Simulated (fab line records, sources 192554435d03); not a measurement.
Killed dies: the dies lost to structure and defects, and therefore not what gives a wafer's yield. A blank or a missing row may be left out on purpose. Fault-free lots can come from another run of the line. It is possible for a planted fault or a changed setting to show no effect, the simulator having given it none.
Comparing a struck lot with a sound one || flow n5Finfet || 27 steps out of a route of 1938
Sound: wafers L239.2, L239.4, L239.5. Struck: wafers L259.1, L259.4, L259.6. Last of all comes the cause.
Order at every step that has rows: each side's tool, ch and its chambers, its first start. Under that, the readings that differ: sound wafers || struck wafers || difference of the means || sigmas: that difference in standard deviations of wafers without a fault.
alike: a reading whose means differ by less than 2 such deviations, as well as words and numbers matching on both sides. not compared: withheld readings; readings where some wafer has no value; bounds like >300 that might hide an equal value; numbers whose values overlap and for which the record gives no deviation.
A row with sigmas, a row that says differs or no value, or rows on one side alone: a step with any of these is where the two part. Numbers that don't overlap but have no deviation are shown without sigmas and don't part them. A reading that every wafer of one side lacks parts them only if that side has two wafers or more.

first, 2 steps without rows for these wafers: N5_DUMMY_REMOVAL_PRECLEAN_07 (cleans in dHF, time 30 s); N5_DUMMY_REMOVAL_DUMMY_REMOVE_02 (chemistry TMAH, target poly-Si, stops on SiO2, target depth 142 nm, time 57 s, rinse time 30 s).
N5_DUMMY_REMOVAL_INSPECT_06: inspects for defects (brightfield).
  sound: defectInspect-01 at day 4 06:21; struck: defectInspect-02 at day 9 05:40
  alike: rawDefectCount
then, 4 steps without rows for these wafers: N5_DUMMY_REMOVAL_PRECLEAN_08 (cleans in NF3:NH3, afs cycles 2, time 20 s, sublimation time 60 s); N5_DUMMY_REMOVAL_PRECLEAN_04 (cleans in DHF, time 37 s); N5_DUMMY_REMOVAL_SRD_05 (time 30 s); N5_HKMG_FIN_IL_REGROW_00 (material SiO2, chemistry O3, target thk 0.75 nm, time 30 s).
N5_HKMG_FIN_HK_ALD_01: deposits HfO2, target thk 1.6 nm, pulse time 3 s, purge time 3 s.
  sound on aldHk-02 ch 1,2,3, day 4 06:43; struck on aldHk-03 ch 0,2,3, day 9 06:02
  alike: precursorPulseHeightRel
N5_HKMG_FIN_HK_ANNEAL_02: time 30 s.
  sound on rtpAnneal-02 ch 0, day 4 06:58; struck on rtpAnneal-01 ch 0, day 9 06:13
  alike: lampPowerPct, lamp_zone_2_pct, lamp_zone_5_pct, wafer_temp_C_max
N5_HKMG_FIN_ALD_74: deposits La2O3, target thk 0.5 nm, pulse time 6 s, co reactant pulse time 1 s.
  sound on aldHk-01 ch 0,1,3, day 4 07:10; struck on aldHk-01 ch 1,2,3, day 9 06:26
  alike: heaterPowerW, precursorPulseHeightRel
N5_HKMG_FIN_ALD_75: deposits Al2O3, target thk 1 nm, co reactant pulse time 1 s.
  sound on aldHk-01 ch 0,1,3, day 4 07:14; struck on aldHk-01 ch 1,2,3, day 9 06:31
  alike: heaterPowerW, precursorPulseHeightRel
then, 1 step without rows for these wafers: N5_HKMG_FIN_COAT_41 (time 60 s, resist thk 300 nm).
N5_HKMG_FIN_COAT_42: time 60 s, resist thk 35 nm.
  sound on lithoTrack-05 ch 0, day 4 07:20; struck on lithoTrack-01 ch 0, day 9 06:37
{"reading": "spinSpeedRpm (rpm)", "sound": "1499.6 1499.7 1499.5", "struck": "2248.4 2248.1 2246.3", "difference": "+748.0", "sigmas": "+99 or more"}
{"reading": "model.SiARC_of_HKMG_FIN_COAT_42.thkNm (nm)", "sound": "35.2 35 34.8", "struck": "28.8 28.6 28.6", "difference": -6.3, "sigmas": ""}
  alike: plateTempC
then, 6 steps without rows for these wafers: N5_HKMG_FIN_COAT_43 (resist thk 90 nm); N5_HKMG_FIN_EBR_45; N5_HKMG_FIN_SOFTBAKE_44 (time 60 s); N5_HKMG_FIN_EXPOSE_46 (exposes mask NDIPOLE); N5_HKMG_FIN_PEB_47 (peb time 60 s); N5_HKMG_FIN_DEVELOP_48 (develop time 30 s).
N5_HKMG_FIN_CD_MEAS_49: the cd target is 202 nm.
  sound on cdSem-02 ch 0, day 4 07:42; struck on cdSem-01 ch 0, day 9 06:58
  alike: cdNm
N5_HKMG_FIN_OVL_MEAS_50:
  sound on overlay-01 ch 0, day 4 07:44; struck on overlay-02 ch 0, day 9 07:01
{"reading": "NDIPOLE_OVL (nm)", "sound": "-0.8 -1.5 0.2", "struck": "1.1 0.3 1.1", "difference": "+1.5", "sigmas": "+2"}
N5_HKMG_FIN_INSPECT_61: inspects for defects (macro).
  sound: defectInspect-02 at day 4 07:45; struck: defectInspect-02 at day 9 07:02
  alike: rawDefectCount
N5_HKMG_FIN_DESCUM_53: chemistry O2, time 7.9 s.
  sound on rieDiel-05 ch 1, day 4 07:58; struck on rieDiel-03 ch 1,2,3, day 9 07:07
  alike: drypumpMotorCurrentA, oesProductAu, rfVppV, showerheadPlenumPTorr, throttleValvePct
  not compared: rfHoursCounterH
N5_HKMG_FIN_ETCH_54: etches SiARC in CF4, target depth 45.5 nm, time 75.8 s.
  sound on rieDiel-05 ch 1, day 4 08:01; struck on rieDiel-03 ch 1,2,3, day 9 07:08
{"reading": "etchRfOnTimeS (s)", "sound": "76.2 76.0 75.9", "struck": "60.8 60.0 62.4", "difference": -15.0, "sigmas": -8}
{"reading": "model.etch.depthNm (nm)", "sound": "35.16 35.07 34.9", "struck": "28.7 28.62 28.65", "difference": -6.4, "sigmas": ""}
{"reading": "model.CAR-ArF_of_HKMG_FIN_COAT_43.thkNm (nm)", "sound": "50.6 50.8 51.2", "struck": "57 56.8 57", "difference": "+6", "sigmas": ""}
  alike: drypumpMotorCurrentA, oesProductAu, rfVppV, showerheadPlenumPTorr, throttleValvePct
  not compared: rfHoursCounterH
N5_HKMG_FIN_ETCH_55: etches SOC in N2/H2, target depth 240 nm, time 300 s.
  sound on rieDiel-05 ch 1, day 4 08:05; struck on rieDiel-03 ch 1,2,3, day 9 07:12
{"reading": "model.SiARC_of_HKMG_FIN_COAT_42.thkNm (nm)", "sound": "21.4 21.4 21", "struck": "14 14 14.6", "difference": -7, "sigmas": ""}
  alike: drypumpMotorCurrentA, oesProductAu, rfVppV, showerheadPlenumPTorr, throttleValvePct
  not compared: rfHoursCounterH
then, 2 steps without rows for these wafers: N5_HKMG_FIN_STRIP_56 (strips in N2/H2); N5_PASSIVATION_PROBE_49.

WHERE THEY PART
First at N5_HKMG_FIN_COAT_42; last, within this record, at N5_HKMG_FIN_ETCH_54. Later steps at which nothing parts them and some readings are alike: N5_HKMG_FIN_ETCH_55.

WHY: what had been put in by the simulator
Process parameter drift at N5_HKMG_FIN_COAT_42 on lithoTrack-01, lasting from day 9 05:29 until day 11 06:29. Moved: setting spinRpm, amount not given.
